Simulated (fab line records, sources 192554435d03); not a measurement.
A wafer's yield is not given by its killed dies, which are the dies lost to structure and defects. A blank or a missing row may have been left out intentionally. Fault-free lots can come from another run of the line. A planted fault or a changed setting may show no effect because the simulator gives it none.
Chamber matching	flow n5Finfet	rieDiel-04 running N5_BEOL_M3_ETCHBACK_99: 4 sister chambers
The step etches SiO2 in CHF3, target depth 5 nm, time 10.4 s. 8 wafers are shown with their chamber, then 7 later ones without.

EACH WAFER AND ITS CHAMBER
wafer	chamber	showerheadPlenumPTorr (Torr)	throttleValvePct (%)
L075.3	1	2.24	17.03
L079.3	1	2.24	17.03
L079.5	3	2.03	17.35
L078.1	0	2.14	17.47
L078.4	2	2.13	17.15
L078.5	2	2.13	17.15
L087.3	3	2.02	17.38
L087.4	0	2.14	17.49

WAFERS WHOSE CHAMBER IS MISSING
wafer	showerheadPlenumPTorr (Torr)	throttleValvePct (%)
L087.5	2.02	17.39
L089.1	2.13	16.77
L089.3	2.14	17.48
L089.5	2.13	17.50
L095.4	2.23	17.07
L095.5	2.23	17.06
L095.6	2.13	16.78

WHICH CHAMBER EACH WENT THROUGH
wafer	from the rows above	in truth
L087.5	3	3
L089.1	2	2
L089.3	0	0
L089.5	0	0
L095.4	1	1
L095.5	1	1
L095.6	2	2
Placed correctly: 7 of 7. From these rows, 0 cannot be placed. 0 placed wrongly.
How it was worked out, from the rows above alone: a wafer's distance from a chamber is the root of the sum, over the readings, of the square of ((its reading less the chamber's mean) divided by the reading's scatter). If the next closest chamber is less than 2 further off than the closest, the wafer can't be placed; otherwise it belongs to the closest. Each chamber's mean is taken over the wafers shown for it. The scatter is the square root of a quotient: the sum, over the shown wafers, of each reading's squared deviation from its chamber's mean, divided by wafers minus chambers.
